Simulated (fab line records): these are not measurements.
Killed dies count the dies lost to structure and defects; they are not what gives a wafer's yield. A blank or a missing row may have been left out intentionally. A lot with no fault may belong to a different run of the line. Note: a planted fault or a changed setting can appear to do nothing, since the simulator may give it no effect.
fab line records -- flow n5Finfet
[record] lots = 11, wafers = 33, lastDay = 19
route steps=1938 shown BEOL_M13@1703 BEOL_M14@1730 PASSIVATION@1936
lots that met no fault: taken from a fault-free run of the same line
startH: hours from the record's first day to the start of the lot's first wafer shown -- waitH: hours elapsed since this lot's preceding step -- " same as the row above -- L1.1+2: several wafers, shown together as one row -- - no value, or no start given -- * or withheld: withheld -- < > ~ a bound
route shown NAME@n: names a module that has steps shown in the file, with the first one's number in the route -- usual: the fault-free wafers' mean and standard deviation -- same: alike in all rows -- chamber/n: place in a boat -- sites: per-site readings -- _std_site: the standard deviation of these -- _edge_site: mean of outer sites minus mean of inner sites -- radiusMm: for every site, how far away it sits from the centre of the wafer -- mask NAME#n: copy n -- behind: the most recent tool/chamber to have shaped the wafer -- hold: reason for holding the lot/hours on hold/outcome of the hold -- device: the transistor (n, p or np) that didn't switch -- end of line: the same wafers' tests at the end of the route -- where a step has no rows: the recipe by itself -- killed: count of dies lost to structure and defects at first sort (not the wafer's yield) -- map: a wafer's dies, marking killed ones x, the rest . and places with no die _
set.NAME: the run value of the setting; set.NAME@STEP: its run value at that earlier step -- model.NAME: the simulator's own value behind a step, which no gauge read
route steps across a sampled set of lots; one table per step, one row per wafer
services: when a tool's chamber went out of use (startH, in hours from the record's first day, below 0 if earlier), for how many hours, and the reason
[[steps]]
[step N5_BEOL_M13_DEGAS_41]
[recipe] ambient = vacuum, tempC = 250, timeS = 60
[usual] heaterPowerW = 328/20, susceptorTempC = 250.01/0.17
lot.wafer,tool,chamber,startH,waitH,heaterPowerW,susceptorTempC
L701.2,pvdSputter-01,-,298.78,0.0,359,249.98
L701.3,pvdSputter-01,-,298.78,0.0,316,249.99
L701.6,pvdSputter-01,-,298.78,0.0,314,249.89
L706.1,pvdSputter-01,-,340.88,0.1,312,249.98
L706.3,pvdSputter-01,-,340.88,0.1,297,250.02
L706.4,pvdSputter-01,-,340.88,0.1,338,250.11
L707.2,pvdSputter-02,-,345.43,0.1,338,249.88
L707.5,pvdSputter-02,-,345.43,0.1,333,249.94
L707.6,pvdSputter-02,-,345.43,0.1,318,249.91
L705.4,pvdSputter-03,-,358.79,0.3,297,249.94
L705.5,pvdSputter-03,-,358.79,0.3,340,249.80
L705.6,pvdSputter-03,-,358.79,0.3,361,250.19
L708.2,pvdSputter-02,-,358.84,0.3,340,250.14
L708.4,pvdSputter-02,-,358.84,0.3,337,249.72
L708.6,pvdSputter-02,-,358.84,0.3,348,250.16
L711.2,pvdSputter-02,-,392.28,0.4,315,250.21
L711.4,pvdSputter-02,-,392.28,0.4,333,249.81
L711.6,pvdSputter-02,-,392.28,0.4,336,249.96
L712.1,pvdSputter-03,-,392.80,0.3,293,250.17
L712.4,pvdSputter-03,-,392.80,0.3,345,249.66
L712.5,pvdSputter-03,-,392.80,0.3,290,249.89
L717.1,pvdSputter-03,-,416.92,0.0,326,249.59
L717.3,pvdSputter-03,-,416.92,0.0,360,250.29
L717.4,pvdSputter-03,-,416.92,0.0,292,250.03
L720.1,pvdSputter-02,-,423.29,1.2,328,250.10
L720.2,pvdSputter-02,-,423.29,1.2,319,249.95
L720.5,pvdSputter-02,-,423.29,1.2,320,250.17
L718.1,pvdSputter-02,-,428.35,0.5,346,250.31
L718.4,pvdSputter-02,-,428.35,0.5,325,249.98
L718.6,pvdSputter-02,-,428.35,0.5,325,249.82
L723.1,pvdSputter-02,-,436.27,0.3,334,250.10
L723.2,pvdSputter-02,-,436.27,0.3,335,249.86
L723.3,pvdSputter-02,-,436.27,0.3,317,250.36
[step N5_BEOL_M13_DEP_53]
[recipe] material = SiCN, targetThkA = 500, tempC = withheld, precursor = 3MS/NH3, pressureTorr = 3, rfW = 675, timeS = 17.8
[usual] showerheadPlenumPTorr = 4.151/0.022, throttleValvePct = 17.9/1.2
lot.wafer,tool,chamber,startH,waitH,showerheadPlenumPTorr,throttleValvePct
L701.2,pecvd-03,2,299.95,0.0,4.146,15.8
L701.3,pecvd-03,1,299.95,0.0,4.158,18.8
L701.6,pecvd-03,2,299.95,0.0,4.157,16.0
L706.1,pecvd-03,2,342.05,0.0,4.154,16.1
L706.3,pecvd-03,1,342.05,0.0,4.159,18.9
L706.4,pecvd-03,2,342.05,0.0,4.145,16.0
L707.2,pecvd-04,0,346.62,0.0,4.121,17.6
L707.5,pecvd-04,2,346.62,0.0,4.153,17.3
L707.6,pecvd-04,1,346.62,0.0,4.202,18.8
L705.4,pecvd-03,1,360.18,0.0,4.154,18.9
L705.5,pecvd-03,2,360.18,0.0,4.144,16.1
L705.6,pecvd-03,0,360.18,0.0,4.140,16.7
L708.2,pecvd-03,2,360.47,0.0,4.150,16.3
L708.4,pecvd-03,2,360.47,0.0,4.157,16.1
L708.6,pecvd-03,0,360.47,0.0,4.152,16.9
L711.2,pecvd-04,1,393.83,0.0,4.204,19.0
L711.4,pecvd-04,1,393.83,0.0,4.201,18.6
L711.6,pecvd-04,0,393.83,0.0,4.121,17.8
L712.1,pecvd-02,0,394.41,0.0,4.146,20.0
L712.4,pecvd-02,0,394.41,0.0,4.143,19.8
L712.5,pecvd-02,2,394.41,0.0,4.144,17.3
L717.1,pecvd-03,1,418.10,0.0,4.155,19.0
L717.3,pecvd-03,2,418.10,0.0,4.153,16.0
L717.4,pecvd-03,2,418.10,0.0,4.146,16.3
L720.1,pecvd-04,2,424.47,0.0,4.152,17.2
L720.2,pecvd-04,1,424.47,0.0,4.195,19.0
L720.5,pecvd-04,2,424.47,0.0,4.153,17.4
L718.1,pecvd-03,0,429.53,0.0,4.130,16.8
L718.4,pecvd-03,0,429.53,0.0,4.136,16.7
L718.6,pecvd-03,2,429.53,0.0,4.160,16.2
L723.1,pecvd-04,2,437.45,0.0,4.152,17.4
L723.2,pecvd-04,0,437.45,0.0,4.122,17.8
L723.3,pecvd-04,1,437.45,0.0,4.200,18.8
[step N5_BEOL_M13_RS_MEAS_54]
[recipe] thkMeasGauge = four-point-probe, reads = Cu_of_BEOL_M13_ECD_47+Ta_of_BEOL_M13_SPUTTER_44+TaN_of_BEOL_M13_SPUTTER_43
[usual] M13_RS = 0.0449/0.00063
lot.wafer,tool,chamber,startH,waitH,M13_RS[ohm/sq]
L701.2,filmMetro-02,-,300.02,0.1,0.0452
L701.3,filmMetro-02,-,300.02,0.1,0.0443
L701.6,filmMetro-02,-,300.02,0.1,0.0445
L706.1,filmMetro-02,-,342.12,0.0,0.0451
L706.3,filmMetro-02,-,342.12,0.0,0.0434
L706.4,filmMetro-02,-,342.12,0.0,0.0455
L707.2,filmMetro-01,-,346.69,0.1,0.0450
L707.5,filmMetro-01,-,346.69,0.1,0.0446
L707.6,filmMetro-01,-,346.69,0.1,0.0449
L705.4,filmMetro-01,-,360.23,0.0,0.0447
L705.5,filmMetro-01,-,360.23,0.0,0.0455
L705.6,filmMetro-01,-,360.23,0.0,0.0451
L708.2,filmMetro-01,-,360.53,0.1,0.0453
L708.4,filmMetro-01,-,360.53,0.1,0.0448
L708.6,filmMetro-01,-,360.53,0.1,0.0451
L711.2,filmMetro-02,-,393.90,0.1,0.0447
L711.4,filmMetro-02,-,393.90,0.1,0.0448
L711.6,filmMetro-02,-,393.90,0.1,0.0445
L712.1,filmMetro-02,-,394.50,0.1,0.0438
L712.4,filmMetro-02,-,394.50,0.1,0.0458
L712.5,filmMetro-02,-,394.50,0.1,0.0457
L717.1,filmMetro-02,-,418.18,0.1,0.0452
L717.3,filmMetro-02,-,418.18,0.1,0.0457
L717.4,filmMetro-02,-,418.18,0.1,0.0454
L720.1,filmMetro-01,-,424.54,0.0,0.0451
L720.2,filmMetro-01,-,424.54,0.0,0.0448
L720.5,filmMetro-01,-,424.54,0.0,0.0458
L718.1,filmMetro-02,-,429.59,0.0,0.0452
L718.4,filmMetro-02,-,429.59,0.0,0.0445
L718.6,filmMetro-02,-,429.59,0.0,0.0435
L723.1,filmMetro-01,-,437.51,0.0,0.0455
L723.2,filmMetro-01,-,437.51,0.0,0.0436
L723.3,filmMetro-01,-,437.51,0.0,0.0448
[step N5_BEOL_M14_ETCH_59]
[recipe] chemistry = N2/H2, target = BARC, targetDepthA = 890, overetchA = 267, timeS = 67.9, ionEnergyEv = 200, pressureMtorr = 30, sourceW = 840, biasW = 150, n2FlowSccm = 200, h2FlowSccm = 200
[usual] biasW = 150.0/0.47, chamberPressureMTorr = 30.001/0.026, drypumpMotorCurrentA = 5.7/0.45, oesProductAu = 0.68/0.062, rfVppV = 524.3/2.6, showerheadPlenumPTorr = 2.55/0.087, throttleValvePct = 17.8/0.31
lot.wafer,tool,chamber,startH,waitH,biasW,chamberPressureMTorr,drypumpMotorCurrentA,oesProductAu,rfHoursCounterH,rfVppV,showerheadPlenumPTorr,throttleValvePct
L701.2,rieDiel-01,1,300.71,0.0,150.2,30.014,6.3,0.65,144,526.1,2.66,18.0
L701.3,rieDiel-01,3,300.71,0.0,150.5,29.990,5.8,0.67,97,521.9,2.56,17.5
L701.6,rieDiel-01,1,300.71,0.0,150.1,29.979,6.3,0.65,-,527.3,2.66,18.0
L706.1,rieDiel-03,0,342.93,0.0,149.9,30.010,4.8,0.62,205,520.0,2.41,18.2
L706.3,rieDiel-03,1,342.93,0.0,150.3,30.016,6.4,0.64,138,527.0,2.67,18.2
L706.4,rieDiel-03,3,342.93,0.0,150.1,29.971,6.0,0.60,212,523.7,2.52,18.3
L707.2,rieDiel-01,2,347.49,0.0,148.9,30.002,5.1,0.78,29,522.3,2.47,17.7
L707.5,rieDiel-01,2,347.49,0.0,149.7,29.997,5.1,0.78,-,523.3,2.47,17.7
L707.6,rieDiel-01,1,347.49,0.0,149.2,29.981,6.3,0.65,-,528.0,2.65,18.0
L705.4,rieDiel-04,2,361.06,0.0,150.9,30.000,5.4,0.69,-,521.3,2.45,17.9
L705.5,rieDiel-04,1,361.06,0.0,149.8,29.963,5.3,0.73,-,528.3,2.67,17.6
L705.6,rieDiel-04,0,361.06,0.0,149.2,29.975,6.0,0.70,-,523.7,2.57,18.1
L708.2,rieDiel-03,3,361.49,0.0,150.1,30.015,6.0,0.60,219,523.2,2.52,18.3
L708.4,rieDiel-03,2,361.49,0.0,150.4,29.986,5.5,0.59,238,523.5,2.50,18.0
L708.6,rieDiel-03,0,361.49,0.0,149.7,29.991,4.8,0.62,-,520.1,2.41,18.2
L711.2,rieDiel-01,0,394.66,0.0,149.4,29.973,5.8,0.77,30,522.7,2.48,17.4
L711.4,rieDiel-01,0,394.66,0.0,150.2,29.977,5.8,0.77,-,522.7,2.48,17.3
L711.6,rieDiel-01,1,394.66,0.0,149.4,29.973,6.3,0.63,-,526.1,2.65,18.0
L712.1,rieDiel-04,3,395.21,0.0,150.0,29.980,5.9,0.78,9,526.7,2.59,17.4
L712.4,rieDiel-04,1,395.21,0.0,149.7,29.951,5.3,0.71,-,526.8,2.67,17.6
L712.5,rieDiel-04,3,395.21,0.0,150.5,29.976,5.9,0.79,-,526.4,2.59,17.4
L717.1,rieDiel-03,3,418.99,0.0,-,-,-,-,-,-,-,-
L717.3,rieDiel-03,1,418.99,0.0,-,-,-,-,-,-,-,-
L717.4,rieDiel-03,1,418.99,0.0,-,-,-,-,-,-,-,-
L720.1,rieDiel-04,3,425.34,0.0,-,-,-,-,-,-,-,-
L720.2,rieDiel-04,2,425.34,0.0,-,-,-,-,-,-,-,-
L720.5,rieDiel-04,1,425.34,0.0,-,-,-,-,-,-,-,-
L718.1,rieDiel-04,2,430.43,0.0,-,-,-,-,-,-,-,-
L718.4,rieDiel-04,3,430.43,0.0,-,-,-,-,-,-,-,-
L718.6,rieDiel-04,3,430.43,0.0,-,-,-,-,-,-,-,-
L723.1,rieDiel-04,2,438.69,0.0,149.5,30.036,5.4,0.66,129,521.4,2.44,17.9
L723.2,rieDiel-04,3,438.69,0.0,150.0,29.967,5.9,0.76,24,525.7,2.58,17.4
L723.3,rieDiel-04,1,438.69,0.0,149.5,30.003,5.3,0.69,71,527.8,2.66,17.6
[step N5_PASSIVATION_PROBE_49]
[usual] defectLimitedYield = 91.4/1.2, killed_at_M0_to_M3 = 34/9.1, killed_at_M4_up = 14/5.8, killedAtContacts = 13/6, killedAtFrontEnd = 38/10, killedAtOther = 3.2/2.7, killedDies = 102/14, killedOpen = 68/11, killedShort = 32/7.2, sort_bin_5_function = 5.1/0.83, sort_bin_6_memory = 3.2/0.56, sortNPass = 1078/14, sortYieldPct = 91.4/1.2
[same] grossDies = 1180, killedAtBackSide = 0, sort_bin_4_leakage[%] = 0, sort_bin_8_speed[%] = 0
lot.wafer,tool,chamber,startH,waitH,defectLimitedYield[%],killed_at_M0_to_M3,killed_at_M4_up,killedAtContacts,killedAtFrontEnd,killedAtOther,killedDies,killedOpen,killedShort,sort_bin_5_function[%],sort_bin_6_memory[%],sortNPass,sortYieldPct[%]
L701.2,prober-01,-,325.68,0.1,90.3,38,25,18,31,2,114,89,25,5.6,4.0,1066,90.3
L701.3,prober-01,-,325.73,0.1,92.0,34,22,6,32,0,94,65,29,4.7,3.1,1086,92.0
L701.6,prober-01,-,325.88,0.3,92.0,26,12,19,34,3,94,72,21,4.4,3.4,1086,92.0
L706.1,prober-02,-,370.02,0.0,92.9,31,11,6,35,1,84,61,21,4.6,2.1,1096,92.9
L706.3,prober-02,-,370.12,0.1,91.1,43,10,21,31,0,105,63,42,5.3,3.1,1075,91.1
L706.4,prober-02,-,370.17,0.2,93.1,34,10,4,34,0,82,61,20,4.0,2.9,1098,93.1
L707.2,prober-01,-,375.25,0.1,92.5,44,2,20,17,5,88,62,24,4.2,3.0,1092,92.5
L707.5,prober-01,-,375.40,0.2,92.0,35,3,20,30,6,94,70,24,4.7,3.1,1086,92.0
L707.6,prober-01,-,375.45,0.3,92.9,27,5,22,26,4,84,61,22,3.6,3.1,1096,92.9
L705.4,prober-01,-,388.45,0.2,89.9,39,13,17,42,8,119,79,38,6.4,3.5,1061,89.9
L705.5,prober-01,-,388.50,0.2,92.5,30,5,14,34,6,89,57,31,4.3,3.0,1091,92.5
L705.6,prober-01,-,388.55,0.3,91.9,29,21,13,26,6,95,59,33,4.8,3.0,1085,91.9
L708.2,prober-01,-,391.50,0.1,93.3,19,20,9,31,0,79,53,20,3.4,3.0,1101,93.3
L708.4,prober-01,-,391.60,0.2,93.7,19,13,21,20,1,74,52,17,3.4,2.7,1106,93.7
L708.6,prober-01,-,391.70,0.3,93.3,24,11,13,31,0,79,49,29,3.6,3.0,1101,93.3
L711.2,prober-01,-,419.48,0.1,92.5,30,16,14,24,4,88,65,22,4.7,2.6,1092,92.5
L711.4,prober-01,-,419.58,0.2,93.1,36,14,3,26,3,82,50,30,4.2,2.5,1098,93.1
L711.6,prober-01,-,419.68,0.3,93.2,32,13,4,25,6,80,58,22,4.1,2.7,1100,93.2
L712.1,prober-02,-,424.21,0.0,90.6,36,15,13,44,3,111,81,29,5.0,4.2,1069,90.6
L712.4,prober-02,-,424.36,0.2,90.4,54,6,4,47,2,113,67,42,5.8,3.2,1067,90.4
L712.5,prober-02,-,424.41,0.2,90.8,34,6,8,54,6,108,76,31,4.6,4.1,1072,90.8
L717.1,prober-02,-,445.18,0.0,90.5,37,20,10,40,5,112,72,40,5.4,3.6,1068,90.5
L717.3,prober-02,-,445.28,0.1,90.8,22,25,19,39,4,109,79,30,5.8,3.1,1071,90.8
L717.4,prober-02,-,445.33,0.2,90.8,30,19,21,32,7,109,75,34,5.6,3.4,1071,90.8
L720.1,prober-02,-,450.42,0.0,91.4,30,12,15,37,7,101,58,43,5.5,2.8,1079,91.4
L720.2,prober-02,-,450.47,0.1,90.9,47,13,15,27,5,107,76,29,5.1,3.8,1073,90.9
L720.5,prober-02,-,450.62,0.2,91.6,44,9,10,34,2,99,63,36,5.3,2.8,1081,91.6
L718.1,prober-01,-,453.50,0.0,89.9,26,18,8,64,3,119,70,41,6.4,3.0,1061,89.9
L718.4,prober-01,-,453.65,0.2,90.0,38,17,10,52,1,118,65,49,6.2,3.6,1062,90.0
L718.6,prober-01,-,453.75,0.3,90.7,53,12,7,38,0,110,74,35,6.0,2.9,1070,90.7
L723.1,prober-01,-,464.55,0.0,89.8,32,16,10,62,0,120,81,33,5.9,3.6,1060,89.8
L723.2,prober-01,-,464.60,0.1,90.4,34,23,17,37,2,113,73,36,5.6,3.6,1067,90.4
L723.3,prober-01,-,464.65,0.1,90.1,37,14,12,50,4,117,94,19,6.2,3.5,1063,90.1
// killed by level:class
L701.2 BEOL_M2:geometricParticle:open=17 BEOL_M4:geometricParticle:open=16 MOL_CONTACT_COAG:geometricParticle:open=15 STI_FIN_REVEAL:geometricParticle:open=10 BEOL_M0_SAQP:geometricParticle:short=8 BEOL_M0_SAQP:geometricParticle:open=8 DUMMY_GATE:geometricParticle:open=7 GATE_CUT:geometricParticle:open=3
L701.3 BEOL_M2:geometricParticle:open=9 DUMMY_GATE:geometricParticle:open=8 BEOL_M4:geometricParticle:open=8 BEOL_M0_SAQP:geometricParticle:short=7 MOL_CONTACT_COAG:geometricParticle:open=6 FIN_SAQP:geometricParticle:open=5 BEOL_M0_SAQP:geometricParticle:open=5 BEOL_M3:geometricParticle:open=5
L701.6 MOL_CONTACT_COAG:geometricParticle:open=17 BEOL_M4:geometricParticle:open=9 FIN_SAQP:geometricParticle:open=8 STI_FIN_REVEAL:geometricParticle:open=8 BEOL_M3:geometricParticle:open=6 BEOL_M2:geometricParticle:open=5 DUMMY_GATE:geometricParticle:open=4 BEOL_M0_SAQP:geometricParticle:short=4
L706.1 BEOL_M3:geometricParticle:open=18 GATE_CUT:geometricParticle:short=7 BEOL_M4:geometricParticle:open=6 DUMMY_GATE:geometricParticle:open=5 MOL_CONTACT_COAG:geometricParticle:open=5 FIN_SAQP:geometricParticle:open=4 STI_FIN_REVEAL:geometricParticle:open=4 BEOL_M0_SAQP:geometricParticle:open=4
L706.3 MOL_CONTACT_COAG:geometricParticle:open=15 BEOL_M3:geometricParticle:open=15 FIN_SAQP:geometricParticle:open=9 BEOL_M0_SAQP:geometricParticle:short=8 BEOL_M2:geometricParticle:short=6 MOL_CONTACT_COAG:geometricParticle:short=6 FIN_SAQP:geometricParticle:short=5 BEOL_M0_SAQP:geometricParticle:open=5
L706.4 BEOL_M3:geometricParticle:open=11 BEOL_M0_SAQP:geometricParticle:open=10 FIN_SAQP:geometricParticle:open=9 BEOL_M0_SAQP:geometricParticle:short=6 BEOL_M4:geometricParticle:open=5 STARTING-WAFER:geometricParticle:short=5 MOL_CONTACT_COAG:geometricParticle:open=4 FIN_CUT:geometricParticle:open=3
L707.2 MOL_CONTACT_COAG:geometricParticle:open=18 BEOL_M0_SAQP:geometricParticle:open=13 BEOL_M3:geometricParticle:open=11 BEOL_M0_SAQP:geometricParticle:short=9 STI_FIN_REVEAL:geometricParticle:open=6 BEOL_M2:geometricParticle:short=4 GATE_CUT:geometricParticle:short=3 STARTING-WAFER:geometricParticle:open=3
L707.5 MOL_CONTACT_COAG:geometricParticle:open=15 FIN_SAQP:geometricParticle:open=12 BEOL_M0_SAQP:geometricParticle:open=7 BEOL_M0_SAQP:geometricParticle:short=6 BEOL_M3:geometricParticle:open=6 STI_FIN_REVEAL:geometricParticle:open=5 MOL_CONTACT_COAG:geometricParticle:short=5 BEOL_M0:geometricParticle:open=5
L707.6 MOL_CONTACT_COAG:geometricParticle:open=18 FIN_SAQP:geometricParticle:open=8 BEOL_M0_SAQP:geometricParticle:open=6 BEOL_M0_SAQP:geometricParticle:short=5 BEOL_M2:geometricParticle:open=5 STARTING-WAFER:geometricParticle:open=5 GATE_CUT:geometricParticle:short=4 MOL_CONTACT_COAG:geometricParticle:short=4
L705.4 MOL_CONTACT_COAG:geometricParticle:open=16 STI_FIN_REVEAL:geometricParticle:open=14 BEOL_M0_SAQP:geometricParticle:open=12 BEOL_M0_SAQP:geometricParticle:short=9 BEOL_M3:geometricParticle:open=8 FIN_SAQP:geometricParticle:open=7 STI_FIN_REVEAL:geometricParticle:short=5 FIN_SAQP:geometricParticle:short=4
L705.5 MOL_CONTACT_COAG:geometricParticle:open=10 BEOL_M0_SAQP:geometricParticle:short=10 FIN_SAQP:geometricParticle:open=6 BEOL_M2:geometricParticle:open=6 BEOL_M0_SAQP:geometricParticle:open=5 STI_FIN_REVEAL:geometricParticle:open=4 DUMMY_GATE:geometricParticle:open=4 MOL_CONTACT_COAG:geometricParticle:short=4
L705.6 MOL_CONTACT_COAG:geometricParticle:open=12 BEOL_M4:geometricParticle:open=10 BEOL_M0_SAQP:geometricParticle:open=8 BEOL_M2:geometricParticle:open=7 FIN_SAQP:geometricParticle:short=5 FIN_SAQP:geometricParticle:open=4 STI_FIN_REVEAL:geometricParticle:open=4 BEOL_M0_SAQP:geometricParticle:short=4
L708.2 MOL_CONTACT_COAG:geometricParticle:open=8 FIN_SAQP:geometricParticle:open=6 GATE_CUT:geometricParticle:short=5 STI_FIN_REVEAL:geometricParticle:open=4 DUMMY_GATE:geometricParticle:open=4 BEOL_M0_SAQP:geometricParticle:short=4 BEOL_M0:geometricParticle:open=4 BEOL_M4:geometricParticle:open=4
L708.4 MOL_CONTACT_COAG:geometricParticle:open=16 DUMMY_GATE:geometricParticle:open=7 FIN_SAQP:geometricParticle:open=5 MOL_CONTACT_COAG:geometricParticle:short=5 BEOL_M0_SAQP:geometricParticle:open=4 BEOL_M3:geometricParticle:open=4 BEOL_M1:geometricParticle:open=3 BEOL_M2:geometricParticle:open=3
L708.6 MOL_CONTACT_COAG:geometricParticle:open=10 BEOL_M4:geometricParticle:open=7 FIN_SAQP:geometricParticle:short=6 BEOL_M0_SAQP:geometricParticle:open=6 BEOL_M2:geometricParticle:open=6 GATE_CUT:geometricParticle:short=5 FIN_SAQP:geometricParticle:open=4 BEOL_M0_SAQP:geometricParticle:short=4
L711.2 MOL_CONTACT_COAG:geometricParticle:open=12 BEOL_M4:geometricParticle:open=10 BEOL_M0_SAQP:geometricParticle:open=9 STI_FIN_REVEAL:geometricParticle:open=7 BEOL_M0_SAQP:geometricParticle:short=5 FIN_SAQP:geometricParticle:short=4 BEOL_M2:geometricParticle:open=4 BEOL_M0:geometricParticle:open=4
L711.4 BEOL_M2:geometricParticle:open=8 GATE_CUT:geometricParticle:short=7 BEOL_M2:geometricParticle:short=7 FIN_SAQP:geometricParticle:open=4 BEOL_M1:geometricParticle:open=4 BEOL_M5:geometricParticle:open=4 STI_FIN_REVEAL:geometricParticle:open=3 BEOL_M0_SAQP:geometricParticle:open=3
L711.6 BEOL_M4:geometricParticle:open=8 BEOL_M3:geometricParticle:open=7 FIN_SAQP:geometricParticle:open=6 STI_FIN_REVEAL:geometricParticle:open=6 DUMMY_GATE:geometricParticle:open=5 BEOL_M1:geometricParticle:open=5 MOL_CONTACT_COAG:geometricParticle:open=4 BEOL_M0_SAQP:geometricParticle:short=4
L712.1 STI_FIN_REVEAL:geometricParticle:open=19 MOL_CONTACT_COAG:geometricParticle:open=13 BEOL_M0_SAQP:geometricParticle:open=9 BEOL_M0_SAQP:geometricParticle:short=8 BEOL_M3:geometricParticle:open=8 DUMMY_GATE:geometricParticle:open=6 FIN_SAQP:geometricParticle:open=4 FIN_SAQP:geometricParticle:short=4
L712.4 BEOL_M0_SAQP:geometricParticle:short=14 BEOL_M1:geometricParticle:open=13 BEOL_M0_SAQP:geometricParticle:open=10 FIN_SAQP:geometricParticle:open=9 STI_FIN_REVEAL:geometricParticle:open=6 STARTING-WAFER:geometricParticle:open=6 STI_FIN_REVEAL:geometricParticle:short=4 BEOL_M3:geometricParticle:open=4
L712.5 STI_FIN_REVEAL:geometricParticle:open=13 FIN_SAQP:geometricParticle:open=9 BEOL_M0_SAQP:geometricParticle:open=9 DUMMY_GATE:geometricParticle:open=8 MOL_CONTACT_COAG:geometricParticle:open=8 FIN_SAQP:geometricParticle:short=6 BEOL_M1:geometricParticle:open=6 BEOL_M0_SAQP:geometricParticle:short=5
L717.1 BEOL_M3:geometricParticle:open=12 STI_FIN_REVEAL:geometricParticle:open=10 MOL_CONTACT_COAG:geometricParticle:open=9 FIN_SAQP:geometricParticle:short=8 GATE_CUT:geometricParticle:short=8 BEOL_M2:geometricParticle:open=8 BEOL_M5:geometricParticle:open=6 BEOL_M0_SAQP:geometricParticle:short=5
L717.3 MOL_CONTACT_COAG:geometricParticle:open=16 STI_FIN_REVEAL:geometricParticle:open=13 BEOL_M4:geometricParticle:open=11 BEOL_M2:geometricParticle:open=6 FIN_SAQP:geometricParticle:open=5 BEOL_M0_SAQP:geometricParticle:short=5 BEOL_M5:geometricParticle:open=5 FIN_SAQP:geometricParticle:short=4
L717.4 MOL_CONTACT_COAG:geometricParticle:open=17 BEOL_M4:geometricParticle:open=13 BEOL_M3:geometricParticle:open=11 FIN_SAQP:geometricParticle:short=9 FIN_SAQP:geometricParticle:open=8 BEOL_M0_SAQP:geometricParticle:open=5 BEOL_M2:geometricParticle:open=5 PAD_METAL:geometricParticle:open=5
L720.1 FIN_SAQP:geometricParticle:open=12 MOL_CONTACT_COAG:geometricParticle:open=11 FIN_SAQP:geometricParticle:short=10 BEOL_M0_SAQP:geometricParticle:open=8 BEOL_M0_SAQP:geometricParticle:short=6 BEOL_M4:geometricParticle:open=6 GATE_CUT:geometricParticle:short=5 BEOL_M0:geometricParticle:open=5
L720.2 BEOL_M1:geometricParticle:open=14 MOL_CONTACT_COAG:geometricParticle:open=13 BEOL_M0_SAQP:geometricParticle:short=9 BEOL_M2:geometricParticle:open=9 BEOL_M4:geometricParticle:open=7 BEOL_M0_SAQP:geometricParticle:open=6 FIN_SAQP:geometricParticle:open=5 STI_FIN_REVEAL:geometricParticle:open=4
L720.5 FIN_SAQP:geometricParticle:open=14 BEOL_M0_SAQP:geometricParticle:short=10 BEOL_M0_SAQP:geometricParticle:open=9 BEOL_M2:geometricParticle:open=7 FIN_SAQP:geometricParticle:short=6 DUMMY_GATE:geometricParticle:open=6 MOL_CONTACT_COAG:geometricParticle:open=5 MOL_CONTACT_COAG:geometricParticle:short=5
L718.1 FIN_SAQP:geometricParticle:open=15 FIN_SAQP:geometricParticle:short=13 DUMMY_GATE:geometricParticle:open=9 BEOL_M4:geometricParticle:open=8 BEOL_M1:geometricParticle:open=7 STI_FIN_REVEAL:geometricParticle:open=6 HKMG_FIN:areaEtch=6 MOL_CONTACT_COAG:geometricParticle:open=5
L718.4 FIN_SAQP:geometricParticle:open=15 BEOL_M0_SAQP:geometricParticle:short=12 BEOL_M0_SAQP:geometricParticle:open=11 FIN_SAQP:geometricParticle:short=9 DUMMY_GATE:geometricParticle:short=7 DUMMY_GATE:geometricParticle:open=7 MOL_CONTACT_COAG:geometricParticle:open=7 STI_FIN_REVEAL:geometricParticle:open=5
L718.6 BEOL_M0_SAQP:geometricParticle:open=16 BEOL_M1:geometricParticle:open=11 BEOL_M0_SAQP:geometricParticle:short=10 FIN_SAQP:geometricParticle:open=9 BEOL_M3:geometricParticle:open=8 FIN_SAQP:geometricParticle:short=7 DUMMY_GATE:geometricParticle:open=6 STARTING-WAFER:geometricParticle:short=5
L723.1 STI_FIN_REVEAL:geometricParticle:open=25 BEOL_M0_SAQP:geometricParticle:short=11 MOL_CONTACT_COAG:geometricParticle:open=10 BEOL_M3:geometricParticle:open=9 FIN_SAQP:geometricParticle:open=7 DUMMY_GATE:geometricParticle:open=6 BEOL_M4:geometricParticle:open=6 STARTING-WAFER:geometricParticle:short=6
L723.2 MOL_CONTACT_COAG:geometricParticle:open=14 FIN_SAQP:geometricParticle:open=11 BEOL_M4:geometricParticle:open=11 BEOL_M3:geometricParticle:open=10 STI_FIN_REVEAL:geometricParticle:open=9 BEOL_M3:geometricParticle:short=9 FIN_SAQP:geometricParticle:short=6 BEOL_M4:geometricParticle:short=6
L723.3 STI_FIN_REVEAL:geometricParticle:open=28 BEOL_M0_SAQP:geometricParticle:open=12 MOL_CONTACT_COAG:geometricParticle:open=11 BEOL_M3:geometricParticle:open=10 BEOL_M2:geometricParticle:open=7 DUMMY_GATE:geometricParticle:open=6 BEOL_M4:geometricParticle:open=5 BEOL_M0_SAQP:geometricParticle:short=4
[[services]]
tool,chamber,startH,hours,kind
rieDiel-03,0,281.58,5.7,repair
rieDiel-04,0,290.12,2.4,repair
rieDiel-01,0,292.69,-,clean
rieDiel-01,0,292.69,-,consumableReplace:focusRing
rieDiel-03,3,295.82,1.8,repair
pvdSputter-03,-,296.52,4.4,repair
rieDiel-03,1,306.78,12.7,repair
pvdSputter-02,-,313.19,18.0,repair
pecvd-04,0,324.78,9.6,repair
pecvd-02,2,330.28,9.0,repair
rieDiel-04,1,342.50,16.4,repair
pvdSputter-01,-,352.24,1.7,repair
rieDiel-04,3,358.97,-,clean
rieDiel-04,3,358.97,-,consumableReplace:focusRing
rieDiel-04,3,358.97,17.3,scheduledDown
rieDiel-04,3,358.97,17.3,ventCycle
rieDiel-01,2,362.94,8.1,repair
rieDiel-01,1,363.66,11.4,repair
pecvd-04,1,385.26,2.1,scheduledDown
rieDiel-04,0,387.03,10.7,repair
pvdSputter-01,-,394.70,27.2,repair
pecvd-03,2,398.00,5.5,scheduledDown
rieDiel-01,-,425.24,14.6,pm
pvdSputter-03,-,437.00,2.2,repair
[[key]]
[firstSign] step = N5_BEOL_M14_ETCH_59, reading = toolRecord, direction = missing
effect none on later readings
metAt N5_BEOL_M14_ETCH_59
struckLots L717,L718,L720
notActingAt N5_BEOL_M13_DEGAS_41,N5_BEOL_M13_DEP_53,N5_BEOL_M13_RS_MEAS_54
onsetBetween 395.21 418.99
[fault] kind = skippedStepWhole, tool = rieDiel-03,rieDiel-04, chamber = -, onsetH = 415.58, steps = N5_BEOL_M14_ETCH_59, scope = struckLotsOnly
